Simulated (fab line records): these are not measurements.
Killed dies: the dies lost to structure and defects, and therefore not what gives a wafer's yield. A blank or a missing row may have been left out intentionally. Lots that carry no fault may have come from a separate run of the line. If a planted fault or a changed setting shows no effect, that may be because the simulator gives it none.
Which tool was responsible?	flow nand-harc	72 wafers from 24 lots sampled at 6 of the route's 1302 steps

WHAT THE GAUGES READ, wafer by wafer
No reading from a measuring or inspecting step in the record can be judged against a usual standard deviation.

EACH LOT AND THE TOOL THAT RAN IT (in order: tool; ch and the chambers of the sampled wafers; start)
lot	NHARC_A_STAIRCASE_ETCH_234	NHARC_A_STAIRCASE_ETCH_273	NHARC_A_STAIRCASE_STRIP_274	NHARC_A_STAIRCASE_HM_OPEN_460	NHARC_A_STAIRCASE_ETCH_294	NHARC_A_STAIRCASE_DESCUM_443
L074	rie-diel-03 ch 0,1, day 18 12:11 or earlier	rie-diel-13 ch 0,1,2, day 18 12:11 or earlier	rie-diel-13 ch 0,3, day 18 12:11 or earlier	rie-diel-13 ch 0,1,3, day 18 12:11 or earlier	rie-diel-13 ch 1,2, day 18 12:11 or earlier	rie-diel-13 ch 0,1,3, day 18 12:11
L076	rie-diel-12 ch 0,3, day 19 00:22 or earlier	rie-diel-12 ch 0,1,3, day 19 00:22 or earlier	rie-diel-12 ch 0,1,3, day 19 00:22 or earlier	rie-diel-03 ch 0,1,2, day 19 00:22 or earlier	rie-diel-03 ch 0,1,2, day 19 00:22 or earlier	rie-diel-13 ch 0,1,3, day 19 00:22
L075	rie-diel-13 ch 1,2, day 19 08:37 or earlier	rie-diel-03 ch 1,2,3, day 19 08:37 or earlier	rie-diel-03 ch 0,2,3, day 19 08:37 or earlier	rie-diel-12 ch 2,3, day 19 08:37 or earlier	rie-diel-12 ch 0,1, day 19 08:37 or earlier	rie-diel-12 ch 1,2,3, day 19 08:37
L077	rie-diel-12 ch 0,1,3, day 19 19:40 or earlier	rie-diel-03 ch 1,3, day 19 19:40 or earlier	rie-diel-03 ch 0,1,3, day 19 19:40 or earlier	rie-diel-03 ch 0,2,3, day 19 19:40 or earlier	rie-diel-03 ch 0,2, day 19 19:40 or earlier	rie-diel-03 ch 1,2,3, day 19 19:40
L078	rie-diel-12 ch 0,1,3, day 19 19:37 or earlier	rie-diel-13 ch 0,3, day 19 19:37 or earlier	rie-diel-13 ch 0,2, day 19 19:37 or earlier	rie-diel-12 ch 0,1, day 19 19:37 or earlier	rie-diel-12 ch 0,1,3, day 19 19:37 or earlier	rie-diel-03 ch 0,2, day 19 19:37
L079	rie-diel-03 ch 0,2, day 20 08:17 or earlier	rie-diel-12 ch 0,1, day 20 08:17 or earlier	rie-diel-12 ch 0,1,3, day 20 08:17 or earlier	rie-diel-03 ch 1,2,3, day 20 08:17 or earlier	rie-diel-03 ch 0,1,3, day 20 08:17 or earlier	rie-diel-13 ch 0,1, day 20 08:17
L080	rie-diel-03 ch 0,2,3, day 22 03:42 or earlier	rie-diel-13 ch 0,2,3, day 22 03:42 or earlier	rie-diel-13 ch 0,2,3, day 22 03:42 or earlier	rie-diel-03 ch 0,1,2, day 22 03:42 or earlier	rie-diel-03 ch 0,2,3, day 22 03:42 or earlier	rie-diel-13 ch 0,1,2, day 22 03:42
L081	rie-diel-12 ch 0,3, day 21 20:27 or earlier	rie-diel-13 ch 0,1, day 21 20:27 or earlier	rie-diel-13 ch 2,3, day 21 20:27 or earlier	rie-diel-13 ch 0,1, day 21 20:27 or earlier	rie-diel-13 ch 1,2,3, day 21 20:27 or earlier	rie-diel-13 ch 0,1, day 21 20:27
L082	rie-diel-12 ch 0,1,3, day 22 14:25 or earlier	rie-diel-12 ch 1,2, day 22 14:25 or earlier	rie-diel-12 ch 0,1, day 22 14:25 or earlier	rie-diel-12 ch 0,1, day 22 14:25 or earlier	rie-diel-12 ch 0,1,3, day 22 14:25 or earlier	rie-diel-12 ch 0,1, day 22 14:25
L083	rie-diel-03 ch 0,1,3, day 22 14:40 or earlier	rie-diel-13 ch 0,2,3, day 22 14:40 or earlier	rie-diel-13 ch 0,1,2, day 22 14:40 or earlier	rie-diel-03 ch 0,1,2, day 22 14:40 or earlier	rie-diel-03 ch 0,1,3, day 22 14:40 or earlier	rie-diel-13 ch 0,1,2, day 22 14:40
L084	rie-diel-12 ch 2,3, day 23 01:52 or earlier	rie-diel-12 ch 0,1,3, day 23 01:52 or earlier	rie-diel-12 ch 2,3, day 23 01:52 or earlier	rie-diel-12 ch 0,1, day 23 01:52 or earlier	rie-diel-12 ch 1,2, day 23 01:52 or earlier	rie-diel-12 ch 2,3, day 23 01:52
L085	rie-diel-13 ch 1,2,3, day 23 10:02 or earlier	rie-diel-03 ch 0,1,2, day 23 10:02 or earlier	rie-diel-03 ch 0,3, day 23 10:02 or earlier	rie-diel-12 ch 1,3, day 23 10:02 or earlier	rie-diel-12 ch 1,2,3, day 23 10:02 or earlier	rie-diel-03 ch 0,1,2, day 23 10:02
L086	rie-diel-03 ch 0,2,3, day 24 05:26 or earlier	rie-diel-13 ch 1,2,3, day 24 05:26 or earlier	rie-diel-13 ch 0,2,3, day 24 05:26 or earlier	rie-diel-13 ch 2,3, day 24 05:26 or earlier	rie-diel-13 ch 0,1,3, day 24 05:26 or earlier	rie-diel-12 ch 1,2,3, day 24 05:26
L087	rie-diel-03 ch 0,1,3, day 24 05:16 or earlier	rie-diel-03 ch 1,2,3, day 24 05:16 or earlier	rie-diel-03 ch 0,3, day 24 05:16 or earlier	rie-diel-12 ch 1,2,3, day 24 05:16 or earlier	rie-diel-12 ch 2,3, day 24 05:16 or earlier	rie-diel-13 ch 0,1,2, day 24 05:16
L089	rie-diel-12 ch 0,1, day 24 20:20 or earlier	rie-diel-03 ch 0,1,2, day 24 20:20 or earlier	rie-diel-03 ch 0,1,3, day 24 20:20 or earlier	rie-diel-12 ch 2,3, day 24 20:20 or earlier	rie-diel-12 ch 1,2,3, day 24 20:20 or earlier	rie-diel-12 ch 1,2,3, day 24 20:20
L088	rie-diel-12 ch 0,1,2, day 24 20:09 or earlier	rie-diel-12 ch 1,2,3, day 24 20:09 or earlier	rie-diel-12 ch 1,2,3, day 24 20:09 or earlier	rie-diel-03 ch 0,1,2, day 24 20:09 or earlier	rie-diel-03 ch 0,1,3, day 24 20:09 or earlier	rie-diel-13 ch 0,1,2, day 24 20:09
L091	rie-diel-12 ch 0,1,3, day 25 10:10 or earlier	rie-diel-13 ch 0,2, day 25 10:10 or earlier	rie-diel-13 ch 0,1,2, day 25 10:10 or earlier	rie-diel-12 ch 1,3, day 25 10:10 or earlier	rie-diel-12 ch 1,3, day 25 10:10 or earlier	rie-diel-13 ch 1,2,3, day 25 10:10
L090	rie-diel-03 ch 0,2,3, day 25 17:31 or earlier	rie-diel-13 ch 1,2, day 25 17:31 or earlier	rie-diel-13 ch 0,1,3, day 25 17:31 or earlier	rie-diel-13 ch 0,2, day 25 17:31 or earlier	rie-diel-13 ch 1,2, day 25 17:31 or earlier	rie-diel-12 ch 1,2, day 25 17:31
L092	rie-diel-12 ch 1,2,3, day 26 02:07 or earlier	rie-diel-03 ch 0,1,3, day 26 02:07 or earlier	rie-diel-03 ch 0,1,3, day 26 02:07 or earlier	rie-diel-13 ch 0,2,3, day 26 02:07 or earlier	rie-diel-13 ch 1,2, day 26 02:07 or earlier	rie-diel-03 ch 1,3, day 26 02:07
L093	rie-diel-03 ch 0,3, day 26 22:19 or earlier	rie-diel-03 ch 1,2,3, day 26 22:19 or earlier	rie-diel-03 ch 0,1,3, day 26 22:19 or earlier	rie-diel-03 ch 1,2, day 26 22:19 or earlier	rie-diel-03 ch 1,2,3, day 26 22:19 or earlier	rie-diel-12 ch 1,3, day 26 22:19
L094	rie-diel-12 ch 0,3, day 27 19:40 or earlier	rie-diel-12 ch 0,2,3, day 27 19:40 or earlier	rie-diel-12 ch 0,1,3, day 27 19:40 or earlier	rie-diel-13 ch 2,3, day 27 19:40 or earlier	rie-diel-13 ch 2,3, day 27 19:40 or earlier	rie-diel-13 ch 0,1,2, day 27 19:40
L095	rie-diel-13 ch 0,3, day 28 04:14 or earlier	rie-diel-03 ch 0,2,3, day 28 04:14 or earlier	rie-diel-03 ch 0,2,3, day 28 04:14 or earlier	rie-diel-13 ch 0,1,3, day 28 04:14 or earlier	rie-diel-13 ch 1,2, day 28 04:14 or earlier	rie-diel-12 ch 0,3, day 28 04:14
L097	rie-diel-12 ch 0,1,2, day 28 03:04 or earlier	rie-diel-03 ch 0,2,3, day 28 03:04 or earlier	rie-diel-03 ch 0,2,3, day 28 03:04 or earlier	rie-diel-12 ch 0,1,2, day 28 03:04 or earlier	rie-diel-12 ch 0,3, day 28 03:04 or earlier	rie-diel-13 ch 0,1,2, day 28 03:04
L096	rie-diel-03 ch 0,1,3, day 28 03:17 or earlier	rie-diel-12 ch 0,1,2, day 28 03:17 or earlier	rie-diel-12 ch 1,2, day 28 03:17 or earlier	rie-diel-12 ch 0,2,3, day 28 03:17 or earlier	rie-diel-12 ch 1,3, day 28 03:17 or earlier	rie-diel-03 ch 1,3, day 28 03:17
- NHARC_A_STAIRCASE_ETCH_234: etches the open film in C4F8/O2, target depth 100 nm, time 40.5 s.
- NHARC_A_STAIRCASE_ETCH_273: etches the open film in C4F8/O2/Ar, target depth 10200 nm, time 2468.6 s.
- NHARC_A_STAIRCASE_STRIP_274: strips in O2.
- NHARC_A_STAIRCASE_HM_OPEN_460: chemistry O2/COS.
- NHARC_A_STAIRCASE_ETCH_294: etches the open film in C4F8/O2/Ar, target depth 4989 nm, time 1211.6 s.
- NHARC_A_STAIRCASE_DESCUM_443: chemistry O2, time 3 s.

WHAT THE TOOLS THEMSELVES READ (means of the sampled wafers that have a number; where no wafer has one, the mark that the record gives instead)
NHARC_A_STAIRCASE_ETCH_234. Usual: oes-product-au 0.944 a.u., standard deviation 0.013; rf-vpp-V 894 V, standard deviation 6.1.
lot	tool	oes-product-au (a.u.)	rf-vpp-V (V)	flag
L074	rie-diel-03	0.962	895	
L076	rie-diel-12	0.959	891	
L075	rie-diel-13	0.964	891	
L077	rie-diel-12	0.946	891	
L078	rie-diel-12	0.944	891	
L079	rie-diel-03	0.959	891	
L080	rie-diel-03	0.952	895	
L081	rie-diel-12	0.939	891	
L082	rie-diel-12	0.944	890	
L083	rie-diel-03	0.957	898	
L084	rie-diel-12	0.920	897	
L085	rie-diel-13	0.947	890	
L086	rie-diel-03	0.949	895	
L087	rie-diel-03	0.937	898	
L089	rie-diel-12	0.958	888	
L088	rie-diel-12	0.944	892	
L091	rie-diel-12	0.943	889	
L090	rie-diel-03	0.929	894	
L092	rie-diel-12	0.934	894	
L093	rie-diel-03	0.935	896	
L094	rie-diel-12	0.934	894	
L095	rie-diel-13	0.941	899	
L097	rie-diel-12	0.933	891	
L096	rie-diel-03	0.949	898	

NHARC_A_STAIRCASE_ETCH_273. Usual: oes-product-au 0.934 a.u., standard deviation 0.011; rf-vpp-V 1823 V, standard deviation 13.
lot	tool	oes-product-au (a.u.)	rf-vpp-V (V)	flag
L074	rie-diel-13	0.952	1827	
L076	rie-diel-12	0.945	1817	
L075	rie-diel-03	0.950	1830	
L077	rie-diel-03	0.927	1838	
L078	rie-diel-13	0.928	1835	
L079	rie-diel-12	0.937	1812	
L080	rie-diel-13	0.945	1827	
L081	rie-diel-13	0.938	1835	
L082	rie-diel-12	0.926	1827	
L083	rie-diel-13	0.936	1824	
L084	rie-diel-12	0.931	1818	
L085	rie-diel-03	0.922	1821	
L086	rie-diel-13	0.935	1816	
L087	rie-diel-03	0.924	1828	
L089	rie-diel-03	0.933	1819	
L088	rie-diel-12	0.943	1822	
L091	rie-diel-13	0.942	1836	
L090	rie-diel-13	0.934	1816	
L092	rie-diel-03	0.930	1831	
L093	rie-diel-03	0.934	1828	
L094	rie-diel-12	0.926	1824	
L095	rie-diel-03	0.934	1823	
L097	rie-diel-03	0.934	1823	
L096	rie-diel-12	0.932	1817	

NHARC_A_STAIRCASE_STRIP_274. Usual: drypump-motor-current-A 5.7 A, standard deviation 0.36; oes-product-au 1.000 a.u., standard deviation 0.011; rf-vpp-V 57.6 V, standard deviation 0.96; showerhead-plenum-p-Torr 3.48 Torr, standard deviation 0.18; throttle-valve-pct 17.038 %, standard deviation 0.009.
lot	tool	drypump-motor-current-A (A)	oes-product-au (a.u.)	rf-vpp-V (V)	showerhead-plenum-p-Torr (Torr)	throttle-valve-pct (%)	flag
L074	rie-diel-13	5.6	1.006	58.1	3.51	17.036	
L076	rie-diel-12	5.6	1.005	57.5	3.40	17.046	
L075	rie-diel-03	5.6	1.004	57.1	3.51	17.031	
L077	rie-diel-03	5.4	1.006	58.3	3.61	17.030	
L078	rie-diel-13	5.9	0.997	57.1	3.67	17.041	
L079	rie-diel-12	5.6	0.999	56.8	3.40	17.032	
L080	rie-diel-13	5.9	1.006	57.5	3.53	17.045	
L081	rie-diel-13	5.9	1.014	56.8	3.38	17.041	
L082	rie-diel-12	5.5	0.997	56.6	3.31	17.044	
L083	rie-diel-13	5.8	1.015	57.4	3.52	17.037	
L084	rie-diel-12	6.0	0.990	57.5	3.59	17.039	
L085	rie-diel-03	5.4	0.998	58.1	3.65	17.035	
L086	rie-diel-13	5.9	1.004	57.5	3.51	17.033	
L087	rie-diel-03	5.4	0.995	58.3	3.64	17.041	
L089	rie-diel-03	5.4	0.991	58.0	3.59	17.043	
L088	rie-diel-12	5.8	0.998	57.0	3.48	17.037	
L091	rie-diel-13	5.8	1.004	57.3	3.51	17.038	
L090	rie-diel-13	5.5	0.999	57.6	3.48	17.034	
L092	rie-diel-03	5.4	0.996	56.3	3.58	17.039	
L093	rie-diel-03	5.4	0.988	58.1	3.58	17.046	
L094	rie-diel-12	5.7	1.004	56.7	3.37	17.035	
L095	rie-diel-03	5.7	1.001	57.5	3.48	17.028	
L097	rie-diel-03	5.6	0.999	57.5	3.47	17.046	
L096	rie-diel-12	5.6	0.993	58.3	3.38	17.038	

NHARC_A_STAIRCASE_HM_OPEN_460. Usual: drypump-motor-current-A 5.7 A, standard deviation 0.36; oes-product-au 1.000 a.u., standard deviation 0.0095; rf-vpp-V 466 V, standard deviation 3.3; showerhead-plenum-p-Torr 3.07 Torr, standard deviation 0.15; throttle-valve-pct 28.329 %, standard deviation 0.0093.
lot	tool	drypump-motor-current-A (A)	oes-product-au (a.u.)	rf-vpp-V (V)	showerhead-plenum-p-Torr (Torr)	throttle-valve-pct (%)	flag
L074	rie-diel-13	5.4	1.000	466	3.10	28.326	
L076	rie-diel-03	5.6	1.007	465	3.06	28.330	
L075	rie-diel-12	5.9	1.000	468	3.16	28.334	
L077	rie-diel-03	5.6	1.004	466	3.10	28.324	
L078	rie-diel-12	5.5	1.005	463	2.93	28.329	
L079	rie-diel-03	5.6	0.998	468	3.17	28.335	
L080	rie-diel-03	5.6	1.009	465	3.05	28.333	
L081	rie-diel-13	5.5	1.005	469	3.22	28.328	
L082	rie-diel-12	5.5	1.005	464	2.93	28.330	
L083	rie-diel-03	5.6	0.994	466	3.05	28.326	
L084	rie-diel-12	5.5	1.009	464	2.92	28.330	
L085	rie-diel-12	5.6	1.000	464	2.98	28.323	
L086	rie-diel-13	6.3	1.002	465	3.00	28.326	
L087	rie-diel-12	5.8	0.993	467	3.08	28.328	
L089	rie-diel-12	5.9	0.988	467	3.14	28.326	
L088	rie-diel-03	5.6	0.997	465	3.04	28.336	
L091	rie-diel-12	5.8	0.991	466	3.04	28.335	
L090	rie-diel-13	6.2	1.003	467	3.13	28.328	
L092	rie-diel-13	5.9	0.987	467	3.10	28.324	
L093	rie-diel-03	5.6	0.990	466	3.09	28.332	
L094	rie-diel-13	6.2	1.001	465	2.99	28.335	
L095	rie-diel-13	5.5	0.998	466	3.07	28.336	
L097	rie-diel-12	5.7	1.004	465	3.00	28.329	
L096	rie-diel-12	5.8	1.002	465	3.07	28.332	

NHARC_A_STAIRCASE_ETCH_294. Usual: oes-product-au 0.932 a.u., standard deviation 0.01; rf-vpp-V 1822 V, standard deviation 12.
lot	tool	oes-product-au (a.u.)	rf-vpp-V (V)	flag
L074	rie-diel-13	0.935	1817	
L076	rie-diel-03	0.943	1821	
L075	rie-diel-12	0.932	1812	
L077	rie-diel-03	0.939	1815	
L078	rie-diel-12	0.924	1817	
L079	rie-diel-03	0.933	1833	
L080	rie-diel-03	0.925	1824	
L081	rie-diel-13	0.940	1816	
L082	rie-diel-12	0.927	1816	
L083	rie-diel-03	0.929	1831	
L084	rie-diel-12	0.930	1817	
L085	rie-diel-12	0.921	1824	
L086	rie-diel-13	0.938	1823	
L087	rie-diel-12	0.931	1831	
L089	rie-diel-12	0.926	1823	
L088	rie-diel-03	0.923	1831	
L091	rie-diel-12	0.943	1815	
L090	rie-diel-13	0.936	1816	
L092	rie-diel-13	0.948	1816	
L093	rie-diel-03	0.924	1829	
L094	rie-diel-13	0.938	1816	
L095	rie-diel-13	0.935	1813	
L097	rie-diel-12	0.933	1815	
L096	rie-diel-12	0.934	1819	

NHARC_A_STAIRCASE_DESCUM_443. Usual: drypump-motor-current-A 5.7 A, standard deviation 0.38; oes-product-au 0.999 a.u., standard deviation 0.0095; rf-vpp-V 57.6 V, standard deviation 0.94; showerhead-plenum-p-Torr 1.88 Torr, standard deviation 0.1; throttle-valve-pct 11.311 %, standard deviation 0.0093.
lot	tool	drypump-motor-current-A (A)	oes-product-au (a.u.)	rf-vpp-V (V)	showerhead-plenum-p-Torr (Torr)	throttle-valve-pct (%)	flag
L074	rie-diel-13	5.4	1.004	57.4	1.90	11.320	
L076	rie-diel-13	5.5	1.003	57.6	1.90	11.304	
L075	rie-diel-12	5.8	0.993	57.7	1.89	11.303	
L077	rie-diel-03	5.6	1.009	57.3	1.94	11.318	
L078	rie-diel-03	5.9	1.004	56.8	1.81	11.311	
L079	rie-diel-13	5.4	1.012	57.2	1.89	11.320	
L080	rie-diel-13	5.8	1.002	58.0	1.90	11.305	
L081	rie-diel-13	5.4	1.000	58.0	1.89	11.307	
L082	rie-diel-12	5.5	1.003	57.5	1.78	11.308	
L083	rie-diel-13	5.8	1.001	57.6	1.90	11.315	
L084	rie-diel-12	6.0	0.994	57.4	1.95	11.309	
L085	rie-diel-03	5.6	0.998	57.1	1.86	11.307	
L086	rie-diel-12	5.8	0.995	57.8	1.88	11.316	
L087	rie-diel-13	5.8	1.006	58.3	1.90	11.311	
L089	rie-diel-12	5.8	0.987	58.0	1.88	11.306	
L088	rie-diel-13	5.8	0.994	57.4	1.90	11.308	
L091	rie-diel-13	5.8	0.985	57.2	1.81	11.317	
L090	rie-diel-12	5.6	0.991	57.5	1.83	11.316	
L092	rie-diel-03	5.3	1.000	58.4	2.01	11.314	
L093	rie-diel-12	5.6	0.993	57.5	1.81	11.312	
L094	rie-diel-13	5.8	1.000	57.0	1.89	11.311	
L095	rie-diel-12	5.8	0.992	56.9	1.86	11.315	
L097	rie-diel-13	5.8	0.999	57.8	1.89	11.317	
L096	rie-diel-03	5.3	0.996	58.2	1.98	11.309	

THE ANSWER, worked out from the rows above alone
Rule: lot off if the mean of its wafers having a number is beyond 3 standard deviations from the usual mean. A lot without any number at a reading at which 4 lots or more have one is off too. Any other lot the step has rows for is counted as sound. The gauges are gone through in route order, then the tools' own readings, and for those a lot's mean is taken as printed above. At the first step where some lot is off, the reading lying furthest off is the one used; lots without a number count as furthest.
No lot is off at any reading shown: from this, nothing can be told.

WHAT HAD BEEN PUT IN BY THE SIMULATOR
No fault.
